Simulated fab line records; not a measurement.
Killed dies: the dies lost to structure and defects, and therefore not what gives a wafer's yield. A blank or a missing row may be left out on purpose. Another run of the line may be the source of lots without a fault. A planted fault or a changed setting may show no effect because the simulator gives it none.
What tool caused it? / flow n5Finfet / 11 lots, 33 wafers sampled, at 4 steps of a route of 1938

WHAT EACH GAUGE READ, for each wafer
N5_BEOL_M14_CD_MEAS_10: target cd 250 nm.
lot=L926; measured=day 12 01:46; on=cdSem-01; cdNm (nm)=252.1 250.7 251.0
lot=L928; measured=day 12 02:05; on=cdSem-01; cdNm (nm)=240.2 247.9 241.4
lot=L931; measured=day 12 14:41; on=cdSem-02; cdNm (nm)=249.0 243.0 251.0
lot=L930; measured=day 12 21:36; on=cdSem-03; cdNm (nm)=244.3 249.4 242.6
lot=L938; measured=day 14 16:16; on=cdSem-02; cdNm (nm)=249.0 247.3 251.1
lot=L940; measured=day 15 09:14; on=cdSem-02; cdNm (nm)=248.9 247.5 247.3
lot=L941; measured=day 15 10:46; on=cdSem-01; cdNm (nm)=248.6 247.8 250.9
lot=L942; measured=day 15 16:19; on=cdSem-01; cdNm (nm)=248.9 251.1 250.6
lot=L944; measured=day 15 18:32; on=cdSem-03; cdNm (nm)=249.1 249.1 250.3
lot=L947; measured=day 17 05:10; on=cdSem-02; cdNm (nm)=250.0 251.3 249.4
lot=L946; measured=day 17 05:20; on=cdSem-01; cdNm (nm)=248.8 248.3 246.3

TOOL THAT RAN EACH LOT (tool first, then ch and the chambers of the sampled wafers, then the start)
lot=L926; N5_BEOL_M13_SPUTTER_43=pvdSputter-03, day 11 23:55; N5_BEOL_M13_ANNEAL_48=rtpAnneal-02 ch 0, day 12 00:24; N5_BEOL_M14_EXPOSE_07=krfScanner-01 ch 0, day 12 01:35
lot=L928; N5_BEOL_M13_SPUTTER_43=pvdSputter-01, day 12 00:11; N5_BEOL_M13_ANNEAL_48=rtpAnneal-01 ch 0, day 12 00:44; N5_BEOL_M14_EXPOSE_07=krfScanner-02 ch 0, day 12 01:55
lot=L931; N5_BEOL_M13_SPUTTER_43=pvdSputter-01, day 12 12:44; N5_BEOL_M13_ANNEAL_48=rtpAnneal-01 ch 0, day 12 13:30; N5_BEOL_M14_EXPOSE_07=krfScanner-02 ch 0, day 12 14:32
lot=L930; N5_BEOL_M13_SPUTTER_43=pvdSputter-03, day 12 19:53; N5_BEOL_M13_ANNEAL_48=rtpAnneal-01 ch 0, day 12 20:22; N5_BEOL_M14_EXPOSE_07=krfScanner-02 ch 0, day 12 21:26
lot=L938; N5_BEOL_M13_SPUTTER_43=pvdSputter-03, day 14 14:05; N5_BEOL_M13_ANNEAL_48=rtpAnneal-02 ch 0, day 14 14:52; N5_BEOL_M14_EXPOSE_07=krfScanner-01 ch 0, day 14 16:05
lot=L940; N5_BEOL_M13_SPUTTER_43=pvdSputter-01, day 15 06:37; N5_BEOL_M13_ANNEAL_48=rtpAnneal-01 ch 0, day 15 07:52; N5_BEOL_M14_EXPOSE_07=krfScanner-02 ch 0, day 15 09:04
lot=L941; N5_BEOL_M13_SPUTTER_43=pvdSputter-02, day 15 09:01; N5_BEOL_M13_ANNEAL_48=rtpAnneal-01 ch 0, day 15 09:31; N5_BEOL_M14_EXPOSE_07=krfScanner-02 ch 0, day 15 10:35
lot=L942; N5_BEOL_M13_SPUTTER_43=pvdSputter-03, day 15 13:58; N5_BEOL_M13_ANNEAL_48=rtpAnneal-02 ch 0, day 15 15:05; N5_BEOL_M14_EXPOSE_07=krfScanner-02 ch 0, day 15 16:09
lot=L944; N5_BEOL_M13_SPUTTER_43=pvdSputter-01, day 15 16:47; N5_BEOL_M13_ANNEAL_48=rtpAnneal-01 ch 0, day 15 17:17; N5_BEOL_M14_EXPOSE_07=krfScanner-02 ch 0, day 15 18:22
lot=L947; N5_BEOL_M13_SPUTTER_43=pvdSputter-02, day 17 03:10; N5_BEOL_M13_ANNEAL_48=rtpAnneal-02 ch 0, day 17 03:46; N5_BEOL_M14_EXPOSE_07=krfScanner-02 ch 0, day 17 04:59
lot=L946; N5_BEOL_M13_SPUTTER_43=pvdSputter-02, day 17 03:31; N5_BEOL_M13_ANNEAL_48=rtpAnneal-01 ch 0, day 17 04:01; N5_BEOL_M14_EXPOSE_07=krfScanner-02 ch 0, day 17 05:10
- N5_BEOL_M13_SPUTTER_43: material TaN, target thk 15 nm, time 24.19 s.
- N5_BEOL_M13_ANNEAL_48: time 90 s.
- N5_BEOL_M14_EXPOSE_07: exposes mask V13.

THE ANSWER, worked out from the rows above alone
Rule: what is usual is taken from the lots themselves. The widest of any qualifying gaps counts: lots, ordered by their means at a reading, are off when they make up no more than a third of the lots, leave a main group of 4 or more, and stand apart from it by 3 or more times the standard deviation of that group's means. A main group is skipped when, at the precision printed for the reading in the tables above, its means are all equal. Also off: a lot with no number at a reading for which 4 or more lots have one. The other lots that the step has rows for count as sound.
Across all readings shown, no lot is off: no conclusion can be drawn from this.

WHAT THE SIMULATOR PUT IN
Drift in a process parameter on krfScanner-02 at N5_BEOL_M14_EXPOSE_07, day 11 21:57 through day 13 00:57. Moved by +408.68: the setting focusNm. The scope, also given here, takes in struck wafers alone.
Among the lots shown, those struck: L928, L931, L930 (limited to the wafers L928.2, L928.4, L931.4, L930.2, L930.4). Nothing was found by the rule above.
